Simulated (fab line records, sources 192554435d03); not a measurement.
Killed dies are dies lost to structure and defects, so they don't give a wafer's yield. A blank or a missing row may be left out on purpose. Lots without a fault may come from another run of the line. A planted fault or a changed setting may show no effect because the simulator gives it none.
Split-lot experiment | flow n5_finfet | 7 lots, 21 wafers read, on a route of 1938 steps

THE SPLIT
At N5_BEOL_M5_COAT_05 (resist thk 30 nm), the setting spin_rpm was moved away from the recipe's 1500 rpm on 8 of the 21 wafers read, by -8.0% to +11.1%. The other wafers ran this setting at the recipe's value.

FROM THE SPLIT TO THE READING: what the file shows between them, 4 steps
- N5_BEOL_M5_EBR_07
- N5_BEOL_M5_SOFTBAKE_06: time 60 s
- N5_BEOL_M5_EXPOSE_08: exposes mask M5, target cd 28 nm
- N5_BEOL_M5_PEB_09: peb time 60 s

THE READING
CAR-EUV_of_BEOL_M5_COAT_05.thk_nm (the simulator's own value, which no gauge read), in nm, at N5_BEOL_M5_DEVELOP_10 (develop time 30 s). The file gives no usual value for it. The 13 wafers here that ran the recipe average 29.5 nm, standard deviation 0.097 nm.

wafer  | tool, chamber at the split | spin_rpm as run, rpm | against the recipe | CAR-EUV_of_BEOL_M5_COAT_05.thk_nm, nm | against lot-mates on the recipe
L075.1 | litho_track-05, 0          | 1500                 | recipe             | 29.6                                  | -
L075.4 | litho_track-05, 0          | 1415                 | -5.7%              | 30.4                                  | +0.9
L075.5 | litho_track-05, 0          | 1500                 | recipe             | 29.4                                  | -
L076.1 | litho_track-04, 0          | 1555                 | +3.7%              | 29                                    | -0.6
L076.2 | litho_track-04, 0          | 1555                 | +3.7%              | 29.2                                  | -0.4
L076.5 | litho_track-04, 0          | 1500                 | recipe             | 29.6                                  | -
L081.1 | litho_track-05, 0          | 1500                 | recipe             | 29.6                                  | -
L081.2 | litho_track-05, 0          | 1500                 | recipe             | 29.4                                  | -
L081.4 | litho_track-05, 0          | 1500                 | recipe             | 29.4                                  | -
L086.2 | litho_track-05, 0          | 1500                 | recipe             | 29.6                                  | -
L086.3 | litho_track-05, 0          | 1500                 | recipe             | 29.6                                  | -
L086.4 | litho_track-05, 0          | 1500                 | recipe             | 29.6                                  | -
L085.1 | litho_track-04, 0          | 1500                 | recipe             | 29.4                                  | -
L085.4 | litho_track-04, 0          | 1380                 | -8.0%              | 30.8                                  | +1.4
L085.5 | litho_track-04, 0          | 1380                 | -8.0%              | 30.8                                  | +1.4
L088.2 | litho_track-04, 0          | 1500                 | recipe             | 29.6                                  | -
L088.5 | litho_track-04, 0          | 1500                 | recipe             | 29.6                                  | -
L088.4 | litho_track-04, 0          | 1500                 | recipe             | 29.4                                  | -
L095.4 | litho_track-04, 0          | 1666                 | +11.1%             | 28.2                                  | no lot-mate on the recipe
L095.6 | litho_track-04, 0          | 1666                 | +11.1%             | 28.2                                  | no lot-mate on the recipe
L095.5 | litho_track-04, 0          | 1666                 | +11.1%             | 28                                    | no lot-mate on the recipe

THE FIT
A straight line over all 21 wafers: CAR-EUV_of_BEOL_M5_COAT_05.thk_nm changes by -0.136 nm for each +1% of spin_rpm; r = -0.99; the points scatter about the line by 0.12 nm.
The same after taking each lot's own level away (the mean of its wafers on the recipe; 18 wafers): -0.165 nm for each +1%; r = -0.99; scatter 0.088 nm.
On that fit, the largest move of spin_rpm shifts the reading by 1.8 nm.
The lots' own levels span 29.40 to 29.60 nm, that is 2.1 times the standard deviation above.
So the lot-to-lot level changes the slope: the two fits differ.
Check: with one of the wafers moved furthest among these (-8.0%) left out of the fit, the line predicts +1.31 nm for it against its lot-mates. It came out at +1.4 nm against them.

OTHER SPLITS ON THESE WAFERS
These wafers also went through other splits before the reading. Each is held against what the fit with the lots' levels taken away leaves over:
other split on the same wafers   | wafers away from the commonest value | r with CAR-EUV_of_BEOL_M5_COAT_05.thk_nm (lot level and that fit taken away)
N5_BEOL_M3_EXPOSE_08 dose_mj     | 6                                    | +0.31
N5_BEOL_M4_COAT_62 spin_rpm      | 10                                   | +0.05
N5_BEOL_M4_EXPOSE_08 dose_mj     | 5                                    | +0.22
N5_BEOL_M4_DESCUM_33 time_s      | 4                                    | +0.20
N5_BEOL_M4_TRENCH_ETCH_37 time_s | 9                                    | +0.01

THE WHOLE CHAIN: every reading that the file lists as answering this split, in the file's order
step                  | what it does      | reading                                                                            | change (the file's fit)               | r (the file's)
N5_BEOL_M5_COAT_05    | resist thk 30 nm  | CAR-EUV_of_BEOL_M5_COAT_05.thk_nm (the simulator's own value, which no gauge read) | -0.16 nm for each +1% of the setting  | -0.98
N5_BEOL_M5_DEVELOP_10 | develop time 30 s | CAR-EUV_of_BEOL_M5_COAT_05.thk_nm (the simulator's own value, which no gauge read) | -0.166 nm for each +1% of the setting | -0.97

THE FILE'S OWN FIT
CAR-EUV_of_BEOL_M5_COAT_05.thk_nm changes by -0.166 nm for each +1% of spin_rpm, r = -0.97.
